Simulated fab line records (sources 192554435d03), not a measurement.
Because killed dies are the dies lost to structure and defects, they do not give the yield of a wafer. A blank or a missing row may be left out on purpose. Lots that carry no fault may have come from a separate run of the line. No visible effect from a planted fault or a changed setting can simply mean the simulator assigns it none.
Problem report, 8D (eight disciplines) form, completed by code | flow n5-finfet | the parts of the form that need people (team, actions taken, sign-off) are left out

## 1. WHAT IS WRONG
MD_CAP_THK at N5_MOL_CONTACT_COAG_THK_MEAS_29 reads a mean of 13.81 nm on 1 wafer of 1 lot; wafers without a fault read 17.93 nm with a standard deviation of 0.095. That puts it -43 standard deviations away from the usual mean.
The first sign was on wafer L638.4 at day 7 02:40, on film-metro-02. The record has a number at this step for 24 wafers belonging to 8 lots. The rule behind "out" and "out of limits": a value lying over 4 standard deviations away from the usual mean. The other wafers with a number count as sound.

## 2. WHAT IT IS, WHAT IT ISN'T
question                    | is               | is not
which readings at this step | MD_CAP_THK       | -
which lots                  | L638             | L631, L632, L633, L636, L644, L651, L652
which wafers of those lots  | L638.4           | L638.1, L638.5
read on which gauges        | film-metro-02    | film-metro-01
when                        | from day 7 02:40 | up to then (14 sound wafers); but 9 sound wafers of L644, L651, L652 came after

## 3. WHAT RULES OUT EACH SUSPECT
Counting: a tool at a process step up to the reading stays a suspect if it ran every lot that is out. Sound lots after the first of them don't rule it out here, since some wafers of a struck lot are sound.
- the gauge at N5_MOL_CONTACT_COAG_THK_MEAS_29 has been ruled out. All the wafers that are out were read on film-metro-02, but those of them that N5_PASSIVATION_PROBE_49 has rows for are out there too, on other tools.
- ald-sin-04 at N5_GATE_CUT_SAC_CAP_01 (material SiNx, target thk 24 nm, pulse time 1 s, ald cycles 480): kept. The lot that is out, L638, ran on it at day 6 10:44; the last sound lot it ran before that was L636, at day 6 00:19.
- rie-diel-03 at N5_MOL_CONTACT_COAG_ETCH_105 (etches SiARC in CF4, target depth 15.6 nm, time 26 s): kept. The lot that is out, L638, ran on it at day 6 18:08; the last sound lot it ran before that was L632, at day 5 03:53.
- rie-diel-03 at N5_MOL_CONTACT_COAG_ETCH_110 (etches Si in CF4/O2, target depth 2.5 nm, time 8 s): kept. The lot that is out, L638, ran on it at day 6 18:22; the last sound lot it ran before that was L632, at day 5 04:07.
- At N5_GATE_CUT_SAC_CAP_01, inside ald-sin-04: chamber 0 took the wafers that are out, while their sound lot-mates went through chambers 1, 3.
- Within rie-diel-03 at N5_MOL_CONTACT_COAG_ETCH_105: the wafers that are out ran in chamber 3; their sound lot-mates ran in chamber 2.
- Within rie-diel-03 at N5_MOL_CONTACT_COAG_ETCH_110: the wafers that are out ran in chamber 3; their sound lot-mates ran in chamber 2.
The count leaves ald-sin-04 at N5_GATE_CUT_SAC_CAP_01, rie-diel-03 at N5_MOL_CONTACT_COAG_ETCH_105, and rie-diel-03 at N5_MOL_CONTACT_COAG_ETCH_110.

## 4. THE CAUSE (what the simulator had put in)
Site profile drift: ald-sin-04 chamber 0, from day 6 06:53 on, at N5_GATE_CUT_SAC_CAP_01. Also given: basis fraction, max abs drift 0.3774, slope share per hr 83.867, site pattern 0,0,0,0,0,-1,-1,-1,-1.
After counting, 3 suspects remain, this tool included.

## 5. THE EFFECT CHAIN, in route order
Each row: a reading whose mean over the struck wafers that have a number lies more than 3 standard deviations from the usual. Readings are gone through only where the record gives a usual standard deviation; hours: the median, over the lots, of the time from a lot's start at the first step in this table giving one to that lot's start at this step; sigmas: the change measured in usual standard deviations.
hours | step                            | reading              | usual    | on struck wafers | change | sigmas
0     | N5_MOL_CONTACT_COAG_THK_MEAS_29 | MD_CAP_THK           | 17.93 nm | 13.81            | -4.12  | -43
197   | N5_PASSIVATION_PROBE_49         | defect-limited-yield | 91.5 %   | 57.7             | -33.8  | -26
197   | N5_PASSIVATION_PROBE_49         | killed-at-contacts   | 13       | 422              | +409   | +61
197   | N5_PASSIVATION_PROBE_49         | killed-dies          | 101      | 499              | +398   | +27
197   | N5_PASSIVATION_PROBE_49         | sort_bin_5_function  | 5.0 %    | 38.4             | +33.4  | +38
197   | N5_PASSIVATION_PROBE_49         | sort-n-pass          | 1079     | 681              | -398   | -25
197   | N5_PASSIVATION_PROBE_49         | sort-yield-pct       | 91.4 %   | 57.7             | -33.7  | -24
Its process steps:
- N5_PASSIVATION_PROBE_49
Later steps that measure or inspect, where all struck wafers having a row at the step show a number for every such reading and not one has moved that far: N5_MOL_CONTACT_COAG_CD_MEAS_84, N5_BEOL_M4_RC_MEAS_101.

## 6. HOW IT WOULD HAVE BEEN CAUGHT EARLIER
In this record the first reading out of limits at a measuring or inspecting step was taken at day 7 02:40, 20 hours after the fault began at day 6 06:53.
Of the tool readings at N5_GATE_CUT_SAC_CAP_01 for which the record gives a usual standard deviation, none was out on any struck wafer, so an alarm limit of 4 standard deviations on them would not have fired.
The start of N5_GATE_CUT_SAC_CAP_01 on ald-sin-04 came by day 7 02:40 for every one of the lots that are out (1). A hold on the tool at that time would have spared none of them.
